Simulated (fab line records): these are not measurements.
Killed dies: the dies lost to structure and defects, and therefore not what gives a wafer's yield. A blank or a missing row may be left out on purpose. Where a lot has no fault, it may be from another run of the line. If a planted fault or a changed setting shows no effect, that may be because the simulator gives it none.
Lot-split experiment / flow n5_finfet / on a route of 1938 steps: 7 lots, 39 wafers read

== THE SPLIT ITSELF ==
At N5_DUMMY_GATE_ETCH_42 (etches SiO2 in CHF3/O2, target depth 3.5 nm, time 31 s), the setting bias_w was moved away from the recipe's 12 W on 15 of the 39 wafers read, by -18.8% to +16.3%. The other wafers ran this setting at the recipe's value.

The reading comes from the split's own step.

== THE READING ==
rf_vpp_V, in V, at N5_DUMMY_GATE_ETCH_42 (etches SiO2 in CHF3/O2, target depth 3.5 nm, time 31 s). Typical for fault-free wafers on this fab line: 42.6 V, with standard deviation 1 V.

wafer=L076.1; tool, chamber at the split=rie_diel-02, 3; bias_w as run, W=12; against the recipe=recipe; rf_vpp_V, V=43.2; against lot-mates on the recipe=-
wafer=L076.2; tool, chamber at the split=rie_diel-02, 1; bias_w as run, W=12.69; against the recipe=+5.7%; rf_vpp_V, V=43.0; against lot-mates on the recipe=+0.1
wafer=L076.3; tool, chamber at the split=rie_diel-02, 2; bias_w as run, W=12; against the recipe=recipe; rf_vpp_V, V=42.2; against lot-mates on the recipe=-
wafer=L076.4; tool, chamber at the split=rie_diel-02, 0; bias_w as run, W=12; against the recipe=recipe; rf_vpp_V, V=43.2; against lot-mates on the recipe=-
wafer=L076.5; tool, chamber at the split=rie_diel-02, 1; bias_w as run, W=12.69; against the recipe=+5.7%; rf_vpp_V, V=41.6; against lot-mates on the recipe=-1.3
wafer=L076.6; tool, chamber at the split=rie_diel-02, 0; bias_w as run, W=12.69; against the recipe=+5.7%; rf_vpp_V, V=43.5; against lot-mates on the recipe=+0.6
wafer=L083.1; tool, chamber at the split=rie_diel-01, 1; bias_w as run, W=13.96; against the recipe=+16.3%; rf_vpp_V, V=46.2; against lot-mates on the recipe=+3.5
wafer=L083.2; tool, chamber at the split=rie_diel-01, 0; bias_w as run, W=12; against the recipe=recipe; rf_vpp_V, V=41.5; against lot-mates on the recipe=-
wafer=L083.3; tool, chamber at the split=rie_diel-01, 3; bias_w as run, W=13.96; against the recipe=+16.3%; rf_vpp_V, V=46.8; against lot-mates on the recipe=+4.1
wafer=L083.4; tool, chamber at the split=rie_diel-01, 0; bias_w as run, W=12; against the recipe=recipe; rf_vpp_V, V=42.9; against lot-mates on the recipe=-
wafer=L083.5; tool, chamber at the split=rie_diel-01, 3; bias_w as run, W=12; against the recipe=recipe; rf_vpp_V, V=43.8; against lot-mates on the recipe=-
wafer=L083.6; tool, chamber at the split=rie_diel-01, 1; bias_w as run, W=13.96; against the recipe=+16.3%; rf_vpp_V, V=47.1; against lot-mates on the recipe=+4.4
wafer=L084.1; tool, chamber at the split=rie_diel-06, 3; bias_w as run, W=10.64; against the recipe=-11.3%; rf_vpp_V, V=39.7; against lot-mates on the recipe=-3.6
wafer=L084.2; tool, chamber at the split=rie_diel-06, 1; bias_w as run, W=12; against the recipe=recipe; rf_vpp_V, V=43.4; against lot-mates on the recipe=-
wafer=L084.3; tool, chamber at the split=rie_diel-06, 0; bias_w as run, W=10.64; against the recipe=-11.3%; rf_vpp_V, V=37.9; against lot-mates on the recipe=-5.4
wafer=L084.4; tool, chamber at the split=rie_diel-06, 2; bias_w as run, W=12; against the recipe=recipe; rf_vpp_V, V=44.3; against lot-mates on the recipe=-
wafer=L084.5; tool, chamber at the split=rie_diel-06, 3; bias_w as run, W=10.64; against the recipe=-11.3%; rf_vpp_V, V=36.7; against lot-mates on the recipe=-6.6
wafer=L084.6; tool, chamber at the split=rie_diel-06, 0; bias_w as run, W=12; against the recipe=recipe; rf_vpp_V, V=42.2; against lot-mates on the recipe=-
wafer=L085.1; tool, chamber at the split=rie_diel-01, 3; bias_w as run, W=12; against the recipe=recipe; rf_vpp_V, V=43.4; against lot-mates on the recipe=-
wafer=L085.3; tool, chamber at the split=rie_diel-01, 2; bias_w as run, W=12; against the recipe=recipe; rf_vpp_V, V=43.2; against lot-mates on the recipe=-
wafer=L085.4; tool, chamber at the split=rie_diel-01, 1; bias_w as run, W=12; against the recipe=recipe; rf_vpp_V, V=40.6; against lot-mates on the recipe=-
wafer=L087.1; tool, chamber at the split=rie_diel-02, 3; bias_w as run, W=12; against the recipe=recipe; rf_vpp_V, V=42.3; against lot-mates on the recipe=-
wafer=L087.2; tool, chamber at the split=rie_diel-02, 0; bias_w as run, W=11.41; against the recipe=-4.9%; rf_vpp_V, V=42.5; against lot-mates on the recipe=-0.2
wafer=L087.3; tool, chamber at the split=rie_diel-02, 3; bias_w as run, W=12; against the recipe=recipe; rf_vpp_V, V=44.0; against lot-mates on the recipe=-
wafer=L087.4; tool, chamber at the split=rie_diel-02, 0; bias_w as run, W=12; against the recipe=recipe; rf_vpp_V, V=41.8; against lot-mates on the recipe=-
wafer=L087.5; tool, chamber at the split=rie_diel-02, 0; bias_w as run, W=11.41; against the recipe=-4.9%; rf_vpp_V, V=41.6; against lot-mates on the recipe=-1.1
wafer=L087.6; tool, chamber at the split=rie_diel-02, 3; bias_w as run, W=11.41; against the recipe=-4.9%; rf_vpp_V, V=41.1; against lot-mates on the recipe=-1.6
wafer=L089.1; tool, chamber at the split=rie_diel-01, 1; bias_w as run, W=12; against the recipe=recipe; rf_vpp_V, V=43.0; against lot-mates on the recipe=-
wafer=L089.2; tool, chamber at the split=rie_diel-01, 2; bias_w as run, W=12; against the recipe=recipe; rf_vpp_V, V=43.7; against lot-mates on the recipe=-
wafer=L089.3; tool, chamber at the split=rie_diel-01, 3; bias_w as run, W=12; against the recipe=recipe; rf_vpp_V, V=43.2; against lot-mates on the recipe=-
wafer=L089.4; tool, chamber at the split=rie_diel-01, 3; bias_w as run, W=12; against the recipe=recipe; rf_vpp_V, V=44.5; against lot-mates on the recipe=-
wafer=L089.5; tool, chamber at the split=rie_diel-01, 1; bias_w as run, W=12; against the recipe=recipe; rf_vpp_V, V=41.6; against lot-mates on the recipe=-
wafer=L089.6; tool, chamber at the split=rie_diel-01, 2; bias_w as run, W=12; against the recipe=recipe; rf_vpp_V, V=43.7; against lot-mates on the recipe=-
wafer=L097.1; tool, chamber at the split=rie_diel-02, 1; bias_w as run, W=12; against the recipe=recipe; rf_vpp_V, V=42.2; against lot-mates on the recipe=-
wafer=L097.2; tool, chamber at the split=rie_diel-02, 0; bias_w as run, W=12; against the recipe=recipe; rf_vpp_V, V=43.4; against lot-mates on the recipe=-
wafer=L097.3; tool, chamber at the split=rie_diel-02, 3; bias_w as run, W=9.745; against the recipe=-18.8%; rf_vpp_V, V=36.5; against lot-mates on the recipe=-5.9
wafer=L097.4; tool, chamber at the split=rie_diel-02, 2; bias_w as run, W=12; against the recipe=recipe; rf_vpp_V, V=41.6; against lot-mates on the recipe=-
wafer=L097.5; tool, chamber at the split=rie_diel-02, 0; bias_w as run, W=9.745; against the recipe=-18.8%; rf_vpp_V, V=37.4; against lot-mates on the recipe=-5.0
wafer=L097.6; tool, chamber at the split=rie_diel-02, 1; bias_w as run, W=9.745; against the recipe=-18.8%; rf_vpp_V, V=35.5; against lot-mates on the recipe=-6.9

THE FIT
A straight line over all 39 wafers: rf_vpp_V changes by +0.294 V for each +1% of bias_w; r = +0.90; the points scatter about the line by 1.2 V.
The same after taking each lot's own level away (the mean of its wafers on the recipe; 39 wafers): +0.291 V for each +1%; r = +0.90; scatter 1.1 V.
On that fit, the largest move of bias_w shifts the reading by 5.5 V.
Across the lots, their own levels run from 42.40 to 43.30 V, a range of 0.9 times the standard deviation given above.
Consequently the slope shifts little with the lot-to-lot level, the two slopes agreeing.
Check: with one of the wafers moved furthest among these (-18.8%) left out of the fit, the line predicts -5.8 V for it against its lot-mates. Against them it came out at -5.9 V.
Tool readings at the split's step, against how far the setting was moved: rf_vpp_V r = +0.90.

== FURTHER SPLITS ON THESE WAFERS ==
Note: prior to the reading, these wafers also went through further splits. Each is held against what the fit with the lots' levels taken away leaves over:
other split on the same wafers=N5_WELL_APT_IMPLANT_14 energy_kev; wafers away from the commonest value=18; r with rf_vpp_V (lot level and that fit taken away)=-0.03
other split on the same wafers=N5_DUMMY_GATE_ETCH_37 source_w; wafers away from the commonest value=15; r with rf_vpp_V (lot level and that fit taken away)=-0.07

== THE FILE'S OWN FIT ==
rf_vpp_V changes by +0.296 V for each +1% of bias_w, r = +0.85.
